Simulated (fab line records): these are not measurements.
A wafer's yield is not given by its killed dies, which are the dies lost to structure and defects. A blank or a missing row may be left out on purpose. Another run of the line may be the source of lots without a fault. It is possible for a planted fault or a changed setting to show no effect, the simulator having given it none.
A struck lot beside a sound one :: flow n5_finfet :: 33 out of 1938 route steps
Sound: the wafers L327.1, L327.5, L327.6. Struck: wafers L343.2, L343.4, L343.5. At the end, the cause is stated.
At each step with rows: each side's tool, then ch and its chambers, then its first start. Under that, the readings that differ: sound wafers :: struck wafers :: difference of the means :: sigmas: that difference in standard deviations of wafers without a fault.
alike: readings with means less than 2 such deviations apart, plus words and numbers identical on both sides. not compared: withheld readings, readings lacking a value on some wafer, bounds such as >300 that could conceal the same value, and numbers that have no deviation in the record and whose values overlap.
Wherever a step has rows on one side only, a row that says differs or no value, or a row with sigmas, the two part there. Numbers that have no deviation but don't overlap get no sigmas and don't part them. A reading missing from all wafers of one side parts the sides only when that side holds two or more wafers.

first, 10 steps without rows for these wafers: N5_SD_EPI_P_PRECLEAN_51 (cleans in NF3:NH3, afs cycles 1, time 20 s, sublimation time 60 s); N5_SD_EPI_P_VAPOR_ETCH_44 (etches SiGe30 in NF3/Ar, time 3.3 s); N5_SD_EPI_P_EPI_21 (deposits SiGe:B, time 355 s); N5_SD_EPI_P_HM_STRIP_48 (strips SiNx in H3PO4, material SiNx, target depth 3 nm); N5_SD_EPI_P_SRD_49 (time 30 s); N5_SD_EPI_P_PRECLEAN_24 (cleans in O3/DIW, time 45 s); N5_SD_EPI_P_PRECLEAN_32 (cleans in dHF, time 10 s); N5_SD_EPI_P_PRECLEAN_33 (cleans in SC2, time 45 s); N5_SD_EPI_P_SRD_25 (time 30 s); N5_SD_ACTIVATION_RTA_00 (time 0 s).
N5_SD_ACTIVATION_LSA_01: time 0.0008 s.
  sound on laser_anneal-01 ch 0, day 3 20:53; struck on laser_anneal-01 ch 0, day 7 18:33
reading: wafer_temp_C_max
sound: 1084.6 1081.9 1084.8
struck: 1047.6 1046.0 1045.4
difference: -37.4
sigmas: -29
N5_SD_ACTIVATION_RS_MEAS_03: uses a four-point probe to measure.
  sound: film_metro-01 at day 3 21:06; struck: film_metro-02 at day 7 18:44
reading: RS_SD_N (ohm/sq)
sound: 22.2 22.2 22.1
struck: 26.3 25.9 26.2
difference: +4.0
sigmas: +13
  alike: RS_SD_P
then, 19 steps without rows for these wafers: N5_ILD0_LINER_00 (material SiNx, target thk 4 nm, pulse time 1 s, purge time 2 s); N5_ILD0_FCVD_FILL_01 (material SiO2 flowable, target thk 200 nm, time 328.3 s); N5_ILD0_CURE_02 (time 1800 s); N5_ILD0_CMP_03 (polishes, stops on SiNx, t overpolish 1.9 s, target thk 197.38 nm); N5_ILD0_CMP_07 (polishes SiO2 flowable, stops on poly-Si, t overpolish 1.18 s, target thk 138.88 nm); N5_ILD0_PRECLEAN_10 (cleans in NF3:NH3, afs cycles 5, time 20 s, sublimation time 60 s); N5_ILD0_ALD_15 (deposits SiNx, target thk 24 nm, pulse time 1 s, ald cycles 480); N5_ILD0_CMP_12 (polishes SiNx, stops on poly-Si, t overpolish 6 s, target thk 17.67 nm); N5_SDB_HM_DEP_00 (deposits SiNx from SiH4/NH3/N2, target thk 40 nm, time 35.3 s); N5_SDB_COAT_03 (time 60 s, resist thk 100 nm); N5_SDB_COAT_04 (time 60 s, resist thk 18 nm); N5_SDB_COAT_05 (resist thk 90 nm); N5_SDB_EBR_07; N5_SDB_SOFTBAKE_06 (time 60 s); N5_SDB_EXPOSE_08 (exposes mask SDB); N5_SDB_PEB_09 (peb time 60 s); N5_SDB_DEVELOP_10 (develop time 30 s); N5_SDB_DESCUM_16 (chemistry O2, time 7.9 s); N5_SDB_ETCH_17 (etches SiARC in CF4, target depth 23.4 nm, time 39 s).
-- the record jumps here: 5 days lie between the struck wafers' starts before and after (it left off in module SDB and takes up again in module BEOL_M4, whose first step shown is number 1111 of the route) --
N5_BEOL_M4_RC_MEAS_101:
  sound on prober-01 ch 0, day 8 04:56; struck on prober-01 ch 0, day 12 11:23
reading: IOFF_N (nA/um)
sound: 0.178 0.289 0.187
struck: 0.188 0.148 0.135
difference: -0.061
sigmas: -2

reading: RC_DENSE_N (ohm.um)
sound: 18.8 19.7 18.4
struck: 22.7 21.9 22.5
difference: +3.4
sigmas: +9

reading: RC_N (ohm.um)
sound: 15.32 16.29 15.17
struck: 18.50 18.06 18.35
difference: +2.71
sigmas: +10

reading: REXT_N (ohm.um)
sound: 73.9 74.8 73.9
struck: 85.7 83.9 83.2
difference: +10.1
sigmas: +6

reading: RS_SD_N (ohm/sq)
sound: 28.9 28.9 28.7
struck: 33.5 32.9 32.8
difference: +4.2
sigmas: +10
  alike: DIBL_N, DIBL_P, IOFF_P, ION_N, ION_P, SS_N, SS_P, VT_N, VT_P
then, 1 step without rows for these wafers: N5_PASSIVATION_PROBE_49.

## WHERE THEY PART
Earliest at N5_SD_ACTIVATION_LSA_01; latest, in this record, at N5_BEOL_M4_RC_MEAS_101.

WHY: what the simulator had put in
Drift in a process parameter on laser_anneal-01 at N5_SD_ACTIVATION_LSA_01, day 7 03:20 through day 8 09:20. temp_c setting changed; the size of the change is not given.
